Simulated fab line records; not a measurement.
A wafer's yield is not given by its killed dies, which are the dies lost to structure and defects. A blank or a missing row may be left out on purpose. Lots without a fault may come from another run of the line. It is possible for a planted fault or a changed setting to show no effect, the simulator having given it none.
A lot that was struck, set against a sound lot    flow nand-harc    14 steps out of a route of 1159
Sound: the wafers L507.4, L507.5, L507.6. Wafers struck: L500.1, L500.5, L500.6. Last of all comes the cause.
Per side, at each step with rows, come the tool, then ch with its chambers, and then its first start. Under that, the readings that differ: sound wafers    struck wafers    difference of the means    sigmas: that difference in standard deviations of wafers without a fault.
alike: readings with means less than 2 such deviations apart, plus words and numbers identical on both sides. not compared: withheld readings, readings lacking a value on some wafer, bounds such as >300 that could conceal the same value, and numbers that have no deviation in the record and whose values overlap.
The two part at a step that has a row with sigmas, a row that says differs or no value, or rows on one side only. When numbers do not overlap yet have no deviation, they are printed without sigmas and do not part them. A reading missing from all wafers of one side parts the sides only when that side holds two or more wafers.

NHARC_P_GATE_DESCUM_61: chemistry O2, time 3 s.
  sound on rie-diel-03 ch 0,1,3, day 9 15:05; struck on rie-diel-03 ch 0,2,3, day 7 01:47
  alike: drypump-motor-current-A, oes-product-au, rf-vpp-V, showerhead-plenum-p-Torr, throttle-valve-pct
  not compared: rf-hours-counter-h
then, 1 step without rows for these wafers: NHARC_P_GATE_IMPLANT_62.
NHARC_P_GATE_STRIP_112: strips in N2/H2, time 200 s.
  sound on plasma-asher-01 ch 0,1, day 9 15:34; struck on plasma-asher-02 ch 0,1, day 7 02:07
  alike: drypump-motor-current-A, heater-power-w, temp-c
  not compared: rf-hours-counter-h
NHARC_P_GATE_STRIP_76: strips in O2.
  sound on plasma-asher-01 ch 0,1, day 9 15:44; struck on plasma-asher-02 ch 0,1, day 7 02:22
  alike: drypump-motor-current-A, heater-power-w, temp-c
  not compared: rf-hours-counter-h
then, 8 steps without rows for these wafers: NHARC_P_GATE_STRIP_63 (strips in SPM, time 900 s); NHARC_P_GATE_DEHYDRATE_83 (time 120 s); NHARC_P_GATE_HMDS_84 (time 30 s); NHARC_P_GATE_COAT_85; NHARC_P_GATE_SOFTBAKE_86 (time 95 s); NHARC_P_GATE_EBR_87; NHARC_P_GATE_EXPOSE_88 (exposes mask P HVN, target cd 2000 nm); NHARC_P_GATE_PEB_89 (peb time 85 s).
NHARC_P_GATE_DEVELOP_90: time 70 s.
  sound on litho-track-02 ch 0, day 9 16:00; struck on litho-track-03, day 7 03:00
  no value came back on the struck wafers for chill-plate-temp-C (C), exhaust-pa (Pa), resist-line-temp-C (C); on the sound wafers chill-plate-temp-C (C) reads 23.00 23.07 23.08
NHARC_P_GATE_CD_MEAS_91: the cd target is 2000 nm.
  sound on cd-sem-03 ch 0, day 9 16:37; struck on cd-sem-03 ch 0, day 7 03:10
  alike: cd-nm

WHERE THEY PART
NHARC_P_GATE_DEVELOP_90 only, going by this record. Later steps at which nothing parts them and some readings are alike: NHARC_P_GATE_CD_MEAS_91.

WHY: what had been put in by the simulator
Whole step skipped at NHARC_P_GATE_DEVELOP_90 on litho-track-03, starting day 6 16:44. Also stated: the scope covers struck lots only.
